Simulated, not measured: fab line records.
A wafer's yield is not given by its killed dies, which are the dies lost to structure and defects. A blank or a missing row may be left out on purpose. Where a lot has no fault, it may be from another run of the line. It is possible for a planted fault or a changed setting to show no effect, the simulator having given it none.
fab line records	flow n5Finfet
[record] lots = 7	wafers = 21	lastDay = 17
route steps=1938 shown BEOL_M7@1283
lots that met no fault: taken from a fault-free run of the same line
startH: hours from the record's opening day to when the first of the lot's shown wafers began	waitH: hours since the lot's step before	" the same as in the row above	L1.1+2: a row that stands for several wafers	- no value, or no start given	* or withheld: withheld	< > ~ a bound
route shown NAME@n: names a module that has steps shown in the file, with the first one's number in the route	usual: mean/standard deviation taken from wafers without a fault	same: alike in all rows	chamber/n: place in a boat	sites: per-site readings	_std_site: how widely they spread, as a standard deviation	_edge_site: the outer-site mean with the inner-site mean subtracted	radiusMm: for every site, how far away it sits from the centre of the wafer	mask NAME#n: copy n	behind: the last tool/chamber to shape the wafer	hold: cause of the lot's hold/its duration in hours/its outcome	device: which transistor (n, p or np) failed to switch	end of line: the route-end tests of the same wafers	for a step that has no rows: nothing shown but its recipe	killed: at the first sort, the dies lost to defects and structure; wafer yield is something else	map: the dies of a wafer, with x for killed, . for not killed, _ for no die there
set.NAME: the setting as run; set.NAME@STEP: as run at that earlier step	model.NAME: the simulator's own value behind a step, which no gauge read
lots seen at some steps along the route; tables by step, rows by wafer
services: a tool's chamber out of use, with start hour (startH, from the record's first day; less than 0 if before it), hours out, and reason
[[steps]]
[step N5_BEOL_M7_STRIP_67]
[recipe] chemistry = CF4	resist = SiARC	powerW = 300	biasPowerW = 75	pressureMtorr = 50	cf4FlowSccm = 150	rfFrequencyHz = 6e+07
[usual] cf4FlowSccm = 150.0/0.44	drypumpMotorCurrentA = 5.5/0.46	oesProductAu = 0.78/0.082	rfVppV = 271.3/1.5	showerheadPlenumPTorr = 1.80/0.054	throttleValvePct = 13.56/0.23
lot.wafer	tool	chamber	startH	waitH	cf4FlowSccm	drypumpMotorCurrentA	oesProductAu	rfHoursCounterH	rfVppV	showerheadPlenumPTorr	throttleValvePct
L754.4	rieDiel-03	2	195.53	0.0	150.3	4.9	0.95	11	271.9	1.84	13.37
L754.5	"	1	"	"	150.6	5.4	0.80	-	270.4	1.80	13.42
L754.6	"	2	"	"	150.4	4.9	0.94	-	270.3	1.84	13.38
L762.1	rieDiel-05	1	236.92	0.0	149.8	5.0	0.71	225	271.3	1.83	13.55
L762.3	"	0	"	"	149.6	6.4	0.68	248	270.7	1.77	14.04
L762.4	"	2	"	"	150.4	6.3	0.69	234	269.2	1.70	13.98
L763.2	rieDiel-05	3	250.77	0.0	150.2	5.5	0.73	187	268.7	1.71	13.74
L763.4	"	2	"	"	150.0	6.3	0.68	-	269.9	1.70	13.98
L763.6	"	3	"	"	150.3	5.5	0.74	-	267.8	1.71	13.74
L764.2	rieDiel-05	2	253.51	0.0	150.8	6.3	0.68	242	269.3	1.70	14.00
L764.4	"	1	"	"	149.9	5.0	0.70	-	272.9	1.83	13.60
L764.5	"	3	"	"	149.5	5.5	0.73	-	268.7	1.71	13.75
L772.4	rieDiel-03	1	307.27	0.0	150.5	5.4	0.77	148	271.5	1.79	13.49
L772.5	"	1	"	"	149.9	5.4	0.77	-	269.3	1.79	13.52
L772.6	"	2	"	"	150.1	4.9	0.88	-	272.2	1.83	13.46
L773.3	rieDiel-02	0	307.53	0.0	150.2	5.9	0.86	63	271.4	1.89	13.11
L773.5	"	3	"	"	150.4	5.8	0.72	-	273.1	1.85	13.74
L773.6	"	2	"	"	150.3	5.2	0.74	-	271.2	1.78	13.80
L777.1	rieDiel-03	3	331.38	0.0	149.7	5.4	0.67	246	268.6	1.77	13.75
L777.2	"	2	"	"	150.2	4.8	0.86	55	271.3	1.82	13.46
L777.6	"	3	"	"	150.6	5.4	0.68	-	271.1	1.77	13.75
[step N5_BEOL_M7_HM_OPEN_17]
[recipe] chemistry = Cl2/BCl3	targetDepthA = 200	overetchA = 60	target = TiN	maskMaterial = SOC	ionEnergyEv = 150	pressureMtorr = 10	icpW = 1000	biasW = 126	Cl2_flow_sccm = 53.25	bcl3FlowSccm = 21.75	Ar_flow_sccm = 25
[usual] bcl3FlowSccm = 21.75/0.058	biasW = 126.0/0.38	drypumpMotorCurrentA = 5.46/0.17	oesProductAu = 0.69/0.087	throttleValvePct = 22.19/0.21
lot.wafer	tool	chamber	startH	waitH	bcl3FlowSccm	biasW	drypumpMotorCurrentA	oesProductAu	rfHoursCounterH	throttleValvePct
L754.4	rieMetal-02	1	195.67	0.1	21.74	125.5	5.77	0.69	-	22.35
L754.5	"	1	"	"	21.75	126.2	5.78	0.70	-	22.34
L754.6	"	1	"	"	21.77	125.8	5.81	0.69	-	22.34
L762.1	rieMetal-01	0	236.96	0.0	21.83	126.0	5.42	0.70	30	22.26
L762.3	"	1	"	"	21.75	125.0	5.41	0.59	-	22.17
L762.4	"	0	"	"	21.76	125.7	5.42	0.70	-	22.24
L763.2	rieMetal-03	1	250.81	0.0	21.73	126.4	5.42	0.77	9	22.00
L763.4	"	1	"	"	21.78	126.5	5.42	0.76	-	21.99
L763.6	"	0	"	"	21.88	125.9	5.41	0.59	-	22.41
L764.2	rieMetal-03	0	253.55	0.0	21.70	126.5	5.39	0.59	72	22.40
L764.4	"	0	"	"	21.59	126.6	5.35	0.59	-	22.40
L764.5	"	1	"	"	21.65	126.0	5.44	0.77	-	22.00
L772.4	rieMetal-03	0	307.34	0.1	21.72	126.1	5.38	0.59	-	22.42
L772.5	"	1	"	"	21.67	125.6	5.40	0.76	-	22.00
L772.6	"	0	"	"	21.71	125.8	5.38	0.59	-	22.41
L773.3	rieMetal-02	0	307.60	0.1	21.75	126.1	5.27	0.78	-	21.81
L773.5	"	0	"	"	21.72	125.8	5.29	0.79	-	21.82
L773.6	"	1	"	"	21.77	126.1	5.78	0.67	-	22.38
L777.1	rieMetal-03	1	331.42	0.0	21.80	125.6	5.38	0.73	16	22.02
L777.2	"	0	"	"	21.78	126.3	5.40	0.58	80	22.42
L777.6	"	0	"	"	21.83	126.4	5.39	0.58	-	22.42
[step N5_BEOL_M7_STRIP_19]
[recipe] chemistry = O2	powerW = 400	tempC = 40	pressureMtorr = 30	rfFrequencyHz = 6e+07	biasPowerW = 0	overashFraction = 0.2	o2FlowSccm = 225
[usual] drypumpMotorCurrentA = 5.6/0.43	oesProductAu = 0.78/0.081	rfVppV = 3.5/0.65	showerheadPlenumPTorr = 2.12/0.066	throttleValvePct = 16.65/0.26
[same] overashFraction = 0.2
lot.wafer	tool	chamber	startH	waitH	drypumpMotorCurrentA	oesProductAu	rfHoursCounterH	rfVppV	showerheadPlenumPTorr	throttleValvePct
L754.4	rieDiel-02	0	195.78	0.1	5.9	0.91	34	3.7	2.22	16.16
L754.5	"	0	"	"	5.9	0.90	-	3.3	2.22	16.14
L754.6	"	1	"	"	5.4	0.87	-	3.7	2.14	16.45
L762.1	rieDiel-05	0	237.07	0.1	6.5	0.68	248	3.9	2.06	17.07
L762.3	"	3	"	"	5.5	0.73	181	2.7	2.00	16.82
L762.4	"	1	"	"	5.0	0.71	225	3.5	2.15	16.58
L763.2	rieDiel-05	1	250.93	0.1	5.0	0.70	231	3.4	2.15	16.60
L763.4	"	3	"	"	5.5	0.74	-	3.3	2.00	16.84
L763.6	"	1	"	"	5.0	0.69	-	3.8	2.15	16.60
L764.2	rieDiel-05	2	253.70	0.1	6.4	0.67	242	3.4	1.99	17.07
L764.4	"	2	"	"	6.4	0.67	-	2.3	1.99	17.09
L764.5	"	3	"	"	5.5	0.72	-	3.5	2.00	16.85
L772.4	rieDiel-02	2	307.57	0.2	5.2	0.73	-	3.9	2.09	16.89
L772.5	"	3	"	"	5.8	0.72	-	2.7	2.17	16.79
L772.6	"	0	"	"	5.9	0.88	-	2.8	2.21	16.19
L773.3	rieDiel-03	0	307.76	0.1	5.5	0.76	140	4.5	2.11	16.66
L773.5	"	2	"	"	4.9	0.87	-	3.6	2.14	16.58
L773.6	"	1	"	"	5.4	0.77	-	4.5	2.09	16.56
L777.1	rieDiel-03	2	331.53	0.1	4.8	0.88	55	4.1	2.13	16.60
L777.2	"	0	"	"	5.5	0.77	145	3.4	2.11	16.67
L777.6	"	3	"	"	5.4	0.67	-	2.4	2.06	16.75
[step N5_BEOL_M7_CD_MEAS_18]
[recipe] pitchNm = 80	targetCdNm = 40
[usual] cdNm = 40.3/0.47
lot.wafer	tool	chamber	startH	waitH	cdNm
L754.4	cdSem-03	-	195.85	0.1	41.0
L754.5	"	-	"	"	40.5
L754.6	"	-	"	"	41.0
L762.1	cdSem-03	-	237.14	0.0	40.4
L762.3	"	-	"	"	40.5
L762.4	"	-	"	"	39.7
L763.2	cdSem-02	-	251.00	0.1	40.0
L763.4	"	-	"	"	39.3
L763.6	"	-	"	"	39.6
L764.2	cdSem-02	-	253.77	0.1	40.9
L764.4	"	-	"	"	40.9
L764.5	"	-	"	"	40.6
L772.4	cdSem-01	-	307.62	0.0	40.5
L772.5	"	-	"	"	40.8
L772.6	"	-	"	"	40.8
L773.3	cdSem-03	-	307.84	0.1	40.4
L773.5	"	-	"	"	40.3
L773.6	"	-	"	"	40.3
L777.1	cdSem-01	-	331.60	0.0	40.8
L777.2	"	-	"	"	41.5
L777.6	"	-	"	"	40.6
[step N5_BEOL_M7_COAT_63]
[recipe] resist = SOC	tempC = 250	timeS = 60	spinRpm = 1500	resistThkNm = 60
[step N5_BEOL_M7_COAT_64]
[recipe] resist = SiARC	tempC = 220	timeS = 60	spinRpm = 1500	resistThkNm = 12
[step N5_BEOL_M7_COAT_71]
[recipe] resist = underlayer	tempC = 205	timeS = 60	spinRpm = 1500	resistThkNm = 5
[step N5_BEOL_M7_COAT_22]
[recipe] resist = CAR-EUV	spinRpm = 1500	resistThkNm = 30
[step N5_BEOL_M7_EBR_24]
[recipe] solvent = PGMEA	ebrWidthMm = 1.5
[step N5_BEOL_M7_SOFTBAKE_23]
[recipe] tempC = 110	timeS = 60	resist = CAR-EUV
[step N5_BEOL_M7_EXPOSE_25]
[recipe] maskId = V6	na = 0.33	sourceShape = annular	sigmaInner = 0.4	sigmaOuter = 0.8	polarization = unpolarized	targetCdNm = 40	doseMj = 42.5
[step N5_BEOL_M7_PEB_26]
[recipe] pebTempC = 100	pebTimeS = 60	resist = CAR-EUV
[step N5_BEOL_M7_DEVELOP_27]
[recipe] developTimeS = 30	developer = TMAH	resist = CAR-EUV	rinseLiquid = surfactantRinse	dry = airSpin	devTempC = 23
[usual] chillPlateTempC = 23.01/0.1	developTimeS = 30/0
lot.wafer	tool	chamber	startH	waitH	chillPlateTempC	developTimeS	model.CAR-EUV_of_BEOL_M7_COAT_22.thkNm
L754.4	lithoTrack-03	0	199.24	-	23.11	30	29.6
L754.5	"	0	"	"	23.06	30	29.6
L754.6	"	0	"	"	22.96	30	29.6
L762.1	lithoTrack-05	-	238.99	-	-	-	29.8
L762.3	"	-	"	"	-	-	30
L762.4	"	-	"	"	-	-	29.8
L763.2	lithoTrack-01	-	251.39	-	-	-	30
L763.4	"	-	"	"	-	-	30
L763.6	"	-	"	"	-	-	29.8
L764.2	lithoTrack-01	-	254.14	-	-	-	30
L764.4	"	-	"	"	-	-	30
L764.5	"	-	"	"	-	-	30
L772.4	lithoTrack-05	0	307.90	-	22.91	30	29.4
L772.5	"	0	"	"	22.98	30	29.6
L772.6	"	0	"	"	23.00	30	29.6
L773.3	lithoTrack-03	0	308.59	-	23.19	30	29.6
L773.5	"	0	"	"	23.33	30	29.6
L773.6	"	0	"	"	23.32	30	29.6
L777.1	lithoTrack-01	0	332.24	-	23.10	30	29.6
L777.2	"	0	"	"	23.13	30	29.6
L777.6	"	0	"	"	23.21	30	29.6
[step N5_BEOL_M7_CD_MEAS_28]
[recipe] targetCdNm = 40	landingEnergyEv = 500	detector = seInlens
[usual] cdNm = 39.98/0.21
lot.wafer	tool	chamber	startH	waitH	cdNm
L754.4	cdSem-01	0	199.30	-	40.31
L754.5	"	0	"	"	39.61
L754.6	"	0	"	"	40.32
L762.1	cdSem-01	0	239.05	-	-
L762.3	"	0	"	"	-
L762.4	"	0	"	"	-
L763.2	cdSem-03	0	251.45	-	-
L763.4	"	0	"	"	-
L763.6	"	0	"	"	-
L764.2	cdSem-02	0	254.20	-	-
L764.4	"	0	"	"	-
L764.5	"	0	"	"	-
L772.4	cdSem-02	0	307.96	-	40.03
L772.5	"	0	"	"	40.04
L772.6	"	0	"	"	39.98
L773.3	cdSem-03	0	308.65	-	40.12
L773.5	"	0	"	"	39.96
L773.6	"	0	"	"	40.34
L777.1	cdSem-03	0	332.30	-	40.07
L777.2	"	0	"	"	40.15
L777.6	"	0	"	"	39.98
[[services]]
tool	chamber	startH	hours	kind
rieMetal-02	0	192.93	-	clean
rieMetal-03	-	198.00	1.4	pm
rieDiel-05	0	215.24	3.8	repair
rieDiel-05	0	241.21	-	clean
rieDiel-05	0	241.21	-	consumableReplace:focusRing
rieDiel-05	0	241.21	16.2	scheduledDown
rieDiel-05	0	241.21	16.2	ventCycle
rieDiel-02	-	243.38	28.1	pm
rieDiel-05	-	253.86	0.2	repair
rieDiel-05	2	270.57	-	clean
rieDiel-05	2	270.57	-	consumableReplace:focusRing
rieDiel-05	2	270.57	-	consumableReplace:showerhead
rieDiel-05	2	270.57	31.4	scheduledDown
rieDiel-05	2	270.57	31.4	ventCycle
lithoTrack-01	-	281.54	-	consumableReplace:filter
rieDiel-02	3	290.29	7.6	repair
rieDiel-02	1	297.44	11.5	repair
rieMetal-02	-	312.15	1.4	pm
rieDiel-03	0	312.23	12.7	repair
rieDiel-05	1	313.46	-	clean
rieDiel-05	1	313.46	-	consumableReplace:focusRing
rieDiel-05	1	313.46	15.3	scheduledDown
rieDiel-05	1	313.46	15.3	ventCycle
rieMetal-03	1	318.88	3.7	repair
[[key]]
[firstSign] step = N5_BEOL_M7_DEVELOP_27	reading = toolRecord	direction = missing
effect none on later readings
[modelEffect] step = N5_BEOL_M7_DEVELOP_27	value = CAR-EUV_of_BEOL_M7_COAT_22.thkNm	without = 29.49	struck = 29.93
metAt N5_BEOL_M7_DEVELOP_27
struckWafers L762.1,L762.3,L762.4,L763.2,L763.4,L763.6,L764.2,L764.4,L764.5
laterRowsLeftOut L762.1,L762.3,L762.4,L763.2,L763.4,L763.6,L764.2,L764.4,L764.5
sortLeftOut L762.1,L762.3,L762.4,L763.2,L763.4,L763.6,L764.2,L764.4,L764.5
[fault] kind = skippedStepWhole	tool = lithoTrack-01,lithoTrack-05	chamber = -	onsetH = 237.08	steps = N5_BEOL_M7_DEVELOP_27	scope = struckLotsOnly
// sortLeftOut: the simulated sort isn't trusted on such a fault, so these wafers' sort isn't shown, and their yield isn't known
// laterRowsLeftOut: the simulator's readings of these wafers behind a module that went badly wrong aren't trusted and aren't shown, but for the sort
